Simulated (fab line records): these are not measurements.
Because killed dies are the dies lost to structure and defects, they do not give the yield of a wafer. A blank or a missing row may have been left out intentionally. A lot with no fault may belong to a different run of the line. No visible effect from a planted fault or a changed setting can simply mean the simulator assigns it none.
fab line records | flow nand_harc
record: lots: 13 wafers: 37 last_day: 32
route steps=1302 shown P_BONDPAD@377 A_ZERO_WELL@403 A_ONON_D1@426 A_CHANNEL_HOLE_D1@451 END@1302
lots that met no fault: from a run of the same line without faults
start_h: hours from the record's first day to the start of the lot's first wafer shown | wait_h: time in hours since the lot's previous step | " repeats the value in the row above | L1.1+2: a row that stands for several wafers | - no value, or no start was given | * or withheld: withheld | < > ~ a bound
route shown NAME@n: names a module that has steps shown in the file, with the first one's number in the route | usual: mean and standard deviation over wafers with no fault | same: alike in all rows | chamber/n: place in a boat | sites: readings site by site | _std_site: the standard deviation of these | _edge_site: mean of outer sites minus mean of inner sites | radius_mm: how far each site lies from the wafer's centre | mask NAME#n: copy n | behind: the most recent tool/chamber to have shaped the wafer | hold: why the lot was held/for how many hours/how that ended | device: the transistor (n, p or np) that didn't switch | end of line: tests of these same wafers at the route's end | step lacking rows: just its recipe | killed: not the wafer's yield, but the dies lost to structure and defects at the first sort | map: a wafer's dies, marking killed ones x, the rest . and places with no die _
set.NAME: the run value of the setting; set.NAME@STEP: its run value at that earlier step | model.NAME: the simulator's own value behind a step, which no gauge read
steps of the route over a sample of lots; a table a step, a row a wafer
services: when a tool's chamber went out of use (start_h, in hours from the record's first day, below 0 if earlier), for how many hours, and the reason
== steps ==
step: NHARC_P_BONDPAD_PVD_27
recipe: target_thk_a: 300 chamber_pressure_pa: 5 power_w: 5000 substrate_temp_c: 30 time_s: 20.49 material: Cu
usual: throttle_valve_pct: 30.2/0.81
columns lot.wafer tool chamber start_h wait_h throttle_valve_pct
L742.2 pvd_sputter-03 - - - 30.2
L742.1 " - " " 31.5
L742.6 " - " " 29.8
L743.4 pvd_sputter-03 - - - 30.1
L743.1 " - " " 30.6
L743.5 " - " " 30.8
L745.4 pvd_sputter-03 - - - 31.0
L745.2 " - " " 30.4
L745.5 " - " " 29.8
L750.4 pvd_sputter-03 - - - 29.6
L750.5 " - " " 30.9
L751.4 pvd_sputter-03 - - - 29.4
L751.6 " - " " 30.4
L758.4 pvd_sputter-01 - - - 29.8
L758.2 " - " " 28.7
L758.5 " - " " 29.3
L759.4 pvd_sputter-01 - - - 29.8
L759.3 " - " " 28.6
L759.2 " - " " 30.1
L760.4 pvd_sputter-03 - - - 31.0
L760.2 " - " " 29.8
L760.6 " - " " 29.5
L761.1 pvd_sputter-01 - - - 29.0
L761.2 " - " " 30.0
L761.5 " - " " 29.2
L762.3 pvd_sputter-02 - - - 30.3
L762.1 " - " " 31.7
L762.2 " - " " 29.4
L763.1 pvd_sputter-02 - - - 30.7
L763.2 " - " " 29.7
L763.6 " - " " 30.9
L764.4 pvd_sputter-02 - - - 29.9
L764.1 " - " " 29.6
L764.6 " - " " 31.6
L765.1 pvd_sputter-02 - - - 32.0
L765.3 " - " " 30.7
L765.5 " - " " 29.9
step: NHARC_A_ZERO_WELL_DESCUM_12
recipe: time_s: 3 o2_flow_sccm: 200 ar_flow_sccm: 0 bias_power_w: 0 chemistry: O2
usual: drypump_motor_current_A: 5.91/0.26 mfc_ar_sccm: 0.012/0.011 oes_product_au: 1.001/0.013 rf_vpp_V: 57.8/0.9 showerhead_plenum_p_Torr: 1.92/0.09 throttle_valve_pct: 11.310/0.0086
columns lot.wafer tool chamber start_h wait_h drypump_motor_current_A mfc_ar_sccm oes_product_au rf_hours_counter_h rf_vpp_V showerhead_plenum_p_Torr throttle_valve_pct
L742.1 rie_diel-02 1 139.07 - 5.79 0.008 1.011 2 58.5 1.83 11.314
L742.2 " 3 " " 6.11 0.026 0.983 2 59.3 2.03 11.315
L742.6 " 1 " " 5.79 0.008 1.001 - 57.6 1.83 11.301
L743.1 rie_diel-02 1 153.56 - 5.81 0.008 0.998 3 57.5 1.83 11.322
L743.4 " 2 " " 5.95 0.024 0.992 3 56.2 1.84 11.301
L743.5 " 3 " " 6.10 0.026 0.995 - 58.6 2.03 11.310
L745.2 rie_diel-04 0 166.86 - 6.03 0.005 1.019 23 58.1 2.03 11.305
L745.4 " 2 " " 6.39 0 1.016 - 57.6 1.86 11.314
L745.5 " 0 " " 6.01 0.005 1.020 - 57.3 2.03 11.311
L750.4 rie_diel-04 0 220.31 - 5.98 0.005 1.005 7 58.4 2.02 11.314
L750.5 " 0 " " 5.99 0.005 0.995 - 57.5 2.02 11.310
L751.6 rie_diel-08 3 229.05 - 5.10 0.000 0.998 - 57.4 1.98 11.316
L751.4 " 1 " " 5.47 0 1.014 - 57.8 1.95 11.309
L758.4 rie_diel-02 3 299.78 - 6.09 0.026 0.995 3 57.3 2.03 11.316
L758.2 " 1 " " 5.78 0.008 1.017 2 56.7 1.83 11.313
L758.5 " 0 " " 6.01 0 0.986 - 59.1 1.99 11.306
L759.4 rie_diel-02 3 304.76 - 6.10 0.026 1.002 3 58.8 2.03 11.302
L759.3 " 0 " " 5.96 0 0.980 3 58.8 1.99 11.314
L759.2 " 2 " " 5.96 0.024 1.002 3 57.7 1.83 11.310
L760.4 rie_diel-02 0 317.29 - 6.01 0 0.988 3 58.8 1.99 11.317
L760.2 " 2 " " 5.94 0.024 1.002 3 56.9 1.83 11.313
L760.6 " 0 " " 5.98 0 0.983 - 57.5 1.99 11.306
L761.2 rie_diel-02 2 328.28 - 5.97 0.024 1.011 4 57.3 1.83 11.315
L761.1 " 3 " " 6.09 0.026 1.008 4 59.3 2.03 11.314
L761.5 " 0 " " 5.98 0 0.973 - 59.9 1.99 11.325
L762.2 rie_diel-02 0 335.22 - 5.96 0 0.987 4 58.5 1.99 11.308
L762.1 " 1 " " 5.80 0.008 1.028 4 56.3 1.83 11.316
L762.3 " 3 " " 6.09 0.026 1.017 4 56.4 2.03 11.301
L763.2 rie_diel-02 1 347.82 - 5.77 0.008 1.012 4 56.7 1.83 11.308
L763.1 " 3 " " 6.09 0.026 1.009 4 56.3 2.03 11.305
L763.6 " 1 " " 5.79 0.008 1.010 - 57.1 1.83 11.306
L764.1 rie_diel-02 3 357.44 - 6.07 0.026 1.004 5 60.3 2.03 11.315
L764.4 " 0 " " 5.98 0 0.984 4 57.0 1.99 11.310
L764.6 " 2 " " 5.95 0.024 0.997 - 58.9 1.83 11.302
L765.1 rie_diel-04 2 364.75 - 6.38 0 1.005 0 59.3 1.85 11.296
L765.3 " 3 " " 5.01 0 0.981 0 57.4 1.79 11.310
L765.5 " 2 " " 6.35 0 1.007 - 57.7 1.85 11.307
step: NHARC_A_ONON_D1_DEP_03
recipe: target_thk_a: 10000 n2_flow_sccm: 2750 n2o_flow_sccm: 2000 nh3_flow_sccm: 500 sih4_flow_sccm: 210 temp_c: 400
usual: nh3_flow_sccm: 499.7/1.4
columns lot.wafer tool chamber start_h wait_h nh3_flow_sccm
L742.1 pecvd_onon-01 0 160.39 0.1 497.6
L742.2 " 0 " " 499.0
L742.6 " 0 " " 500.2
L743.1 pecvd_onon-03 0 175.73 0.1 499.4
L743.4 " 0 " " 500.6
L743.5 " 0 " " 501.6
L745.2 pecvd_onon-03 0 189.36 0.1 497.9
L745.4 " 0 " " 499.2
L745.5 " 0 " " 496.9
L750.4 pecvd_onon-01 0 242.80 0.2 499.5
L750.5 " 0 " " 499.8
L751.4 pecvd_onon-01 0 254.32 0.2 498.4
L751.6 " 0 " " 500.7
L759.2 pecvd_onon-02 0 324.39 0.1 497.5
L759.3 " 0 " " 500.8
L759.4 " 0 " " 499.2
L758.2 pecvd_onon-03 0 324.44 0.1 498.1
L758.4 " 0 " " 500.1
L758.5 " 0 " " 501.1
L760.2 pecvd_onon-01 0 340.67 0.1 498.2
L760.4 " 0 " " 500.2
L760.6 " 0 " " 499.4
L761.1 pecvd_onon-01 0 349.51 0.1 501.1
L761.2 " 0 " " 500.2
L761.5 " 0 " " 500.5
L762.1 pecvd_onon-03 0 358.84 0.1 499.5
L762.2 " 0 " " 501.1
L762.3 " 0 " " 499.5
L763.1 pecvd_onon-01 0 369.59 0.1 498.2
L763.2 " 0 " " 499.2
L763.6 " 0 " " 501.7
L764.1 pecvd_onon-01 0 380.64 0.1 501.7
L764.4 " 0 " " 500.9
L764.6 " 0 " " 500.6
L765.1 pecvd_onon-03 0 387.88 0.1 498.6
L765.3 " 0 " " 499.0
L765.5 " 0 " " 501.1
step: NHARC_A_ONON_D1_THK_MEAS_05
recipe: thk_meas_gauge: ellipsometry
usual: thk_nm: 998/8.6
columns lot.wafer tool chamber start_h wait_h thk_nm
L742.1 film_metro-02 - 160.90 - 1011
L742.2 " - " " 1011
L742.6 " - " " 1014
L743.1 film_metro-01 - 176.24 - 1003
L743.4 " - " " 1004
L743.5 " - " " 1005
L745.2 film_metro-01 - 189.81 - 996
L745.4 " - " " 998
L745.5 " - " " 997
L750.4 film_metro-02 - 243.14 - 1571
L750.5 " - " " 993
L751.4 film_metro-01 - 254.66 - 1571
L751.6 " - " " 1570
L759.2 film_metro-02 - 324.84 - 993
L759.3 " - " " 991
L759.4 " - " " 994
L758.2 film_metro-02 - 324.89 - 997
L758.4 " - " " 997
L758.5 " - " " 998
L760.2 film_metro-01 - 341.13 - 1017
L760.4 " - " " 1018
L760.6 " - " " 1017
L761.1 film_metro-01 - 350.02 - 1002
L761.2 " - " " 1002
L761.5 " - " " 1003
L762.1 film_metro-01 - 359.35 - 1003
L762.2 " - " " 1004
L762.3 " - " " 1002
L763.1 film_metro-02 - 370.11 - 1012
L763.2 " - " " 1011
L763.6 " - " " 1013
L764.1 film_metro-01 - 381.14 - 994
L764.4 " - " " 992
L764.6 " - " " 993
L765.1 film_metro-02 - 388.39 - 997
L765.3 " - " " 996
L765.5 " - " " 997
step: NHARC_A_CHANNEL_HOLE_D1_DEP_01
recipe: target_thk_a: 1400 target_thk_nm: 140 temp_c: 400 pressure_torr: 3.5 flow_sccm: 200 rf_w: 350 material: SiON
usual: heater_power_w: 774/82 showerhead_vpp_V: 1146/35
columns lot.wafer tool chamber start_h wait_h heater_power_w showerhead_vpp_V
L742.1 pecvd-03 0 176.05 1.6 835 1211
L742.2 " 1 " " 723 1156
L742.6 " 0 " " 820 1203
L743.1 pecvd-04 2 193.55 1.6 843 1164
L743.5 " 0 " " 936 1118
L743.4 " 1 " " 721 1187
L745.2 pecvd-04 1 207.93 1.4 735 1182
L745.4 " 2 " " 841 1144
L745.5 " 1 " " 742 1188
L750.5 pecvd-04 1 258.80 0.5 666 1198
L759.2 pecvd-02 0 339.08 1.3 790 1136
L759.3 " 1 " " 835 1086
L759.4 " 2 " " 834 1103
L758.2 pecvd-04 1 339.17 1.4 720 1189
L758.4 " 2 " " 660 1145
L758.5 " 2 " " 654 1170
L760.2 pecvd-02 0 357.82 1.3 707 1147
L760.4 " 1 " " 875 1107
L760.6 " 2 " " 844 1120
L761.2 pecvd-04 1 365.38 1.3 679 1197
L761.1 " 0 " " 833 1113
L761.5 " 2 " " 732 1160
L762.1 pecvd-04 1 377.78 1.6 707 1188
L762.2 " 2 " " 783 1162
L762.3 " 0 " " 1025 1116
L763.1 pecvd-02 1 386.95 1.6 742 1091
L763.2 " 0 " " 707 1157
L763.6 " 2 " " 865 1101
L764.1 pecvd-03 0 396.63 1.6 770 1168
L764.4 " 0 " " 758 1216
L764.6 " 2 " " 824 1163
L765.1 pecvd-04 2 407.22 1.6 774 1132
L765.3 " 0 " " 924 1128
L765.5 " 1 " " 731 1187
step: NHARC_END_SORT_01
recipe: temp_c: 25
usual: killed_at_array: 56/19 killed_at_other: 0.6/1 killed_at_periphery: 3.9/2.7 killed_dies: 61/19 killed_open: 3.3/1.9 killed_short: 2.4/1.7
same: gross_dies: 677
columns lot.wafer tool chamber start_h wait_h killed_at_array killed_at_other killed_at_periphery killed_dies killed_open killed_short
L750.4 prober-02 0 640.44 3.4 671 0 6 677 2 0
L750.5 prober-02 0 641.23 3.7 35 0 2 37 5 4
L751.4 prober-01 0 655.45 3.4 675 0 2 677 3 1
L751.6 prober-01 0 657.07 4.0 672 3 2 677 4 1
killed by level:class
L750.4 A_ONON_D1:area_dep=644 A_CHANNEL_HOLE_D2:chamber_film_flake=13 P_GATE:chamber_film_flake=5 A_CHANNEL_HOLE_D1:chamber_film_flake=5 A_CHANNEL_FILL_D1:chamber_film_flake=2 A_STAIRCASE:chamber_film_flake=2 A_WL_FILL:chamber_film_flake=2 P_M1:geometric_particle:open=1
L750.5 A_CHANNEL_HOLE_D2:chamber_film_flake=9 A_CHANNEL_FILL_D1:chamber_film_flake=4 A_CHANNEL_FILL_D2:geometric_particle:short=3 A_CHANNEL_HOLE_D1:chamber_film_flake=3 A_STAIRCASE:chamber_film_flake=3 P_GATE:chamber_film_flake=2 A_DECK1_JOINT:chamber_film_flake=2 A_WL_FILL:chamber_film_flake=2
L751.4 A_ONON_D1:area_dep=650 A_CHANNEL_HOLE_D2:chamber_film_flake=11 A_CHANNEL_FILL_D2:chamber_film_flake=5 A_DECK1_JOINT:chamber_film_flake=3 P_M1:geometric_particle:open=1 A_CHANNEL_FILL_D2:geometric_particle:open=1 A_WL_FILL:geometric_particle:open=1 A_BLC:geometric_particle:short=1
L751.6 A_ONON_D1:area_dep=640 A_CHANNEL_HOLE_D2:chamber_film_flake=16 A_CHANNEL_FILL_D2:chamber_film_flake=5 A_SLIT:chamber_film_flake=5 A_CHANNEL_HOLE_D1:chamber_film_flake=2 A_CONTACT:chamber_film_flake=2 THIN_TSV:chamber_film_flake=2 P_GATE:geometric_particle:open=1
== services ==
columns tool chamber start_h hours kind
rie_diel-04 - 117.65 0.2 repair
rie_diel-04 0 142.94 8.9 repair
rie_diel-04 2 151.32 15.3 repair
rie_diel-02 1 169.37 6.1 repair
pvd_sputter-03 - 170.01 10.0 pm
pvd_sputter-02 - 187.88 6.7 repair
pecvd-04 2 194.46 7.9 repair
rie_diel-02 - 220.04 9.0 pm
pvd_sputter-01 - 226.00 10.0 pm
pecvd_onon-03 - 227.00 13.0 pm
pecvd-02 - 227.30 13.0 pm
pvd_sputter-03 - 247.90 3.4 repair
pecvd-04 - 269.04 13.0 pm
pecvd_onon-01 - 269.12 13.0 pm
pecvd-02 - 269.78 1.2 repair
pvd_sputter-02 - 282.00 10.0 pm
pecvd-04 0 324.58 17.6 repair
pecvd_onon-03 - 344.37 14.3 repair
pvd_sputter-03 - 348.01 10.0 pm
rie_diel-02 2 359.19 12.5 repair
rie_diel-02 1 391.33 9.9 repair
rie_diel-02 - 397.04 9.0 pm
pecvd-04 1 400.76 5.7 repair
pvd_sputter-01 - 404.00 10.0 pm
== key ==
first_sign: step: NHARC_A_ONON_D1_THK_MEAS_05 reading: thk_nm direction: up sigmas: 66 usual: 998 struck: 1571
effect: step: NHARC_END_SORT_01 reading: killed_dies direction: up sigmas: 33 usual: 61 struck: 677
more_kills_born_at: NHARC_A_ONON_D1_DEP_03@pecvd_onon-01: 1934
met_at NHARC_A_ONON_D1_DEP_03
struck_lots L750,L751
struck_wafers L750.4,L751.4,L751.6
later_rows_left_out L750.4,L751.4,L751.6
tester_left_out L750,L751
not_acting_at NHARC_P_BONDPAD_PVD_27,NHARC_A_ZERO_WELL_DESCUM_12,NHARC_A_CHANNEL_HOLE_D1_DEP_01
onset_between 160.39 242.80
fault: kind: process_parameter_drift tool: pecvd_onon-01 chamber: - onset_h: 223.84 steps: NHARC_A_ONON_D1_DEP_03 channel: target_thk_a offset: * shape: step end_h: 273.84 scope: struck_wafers_only acts_in: * stated: *
tester_left_out: of these lots the tester's yield and bins aren't shown, on N5 and GAA mostly nor the transistor test; their killed dies are dies lost to structure and defects alone, not to doping, threshold or leakage, so they don't give the yield
later_rows_left_out: the simulator's readings of these wafers behind a module that went badly wrong aren't trusted and aren't shown, but for the sort
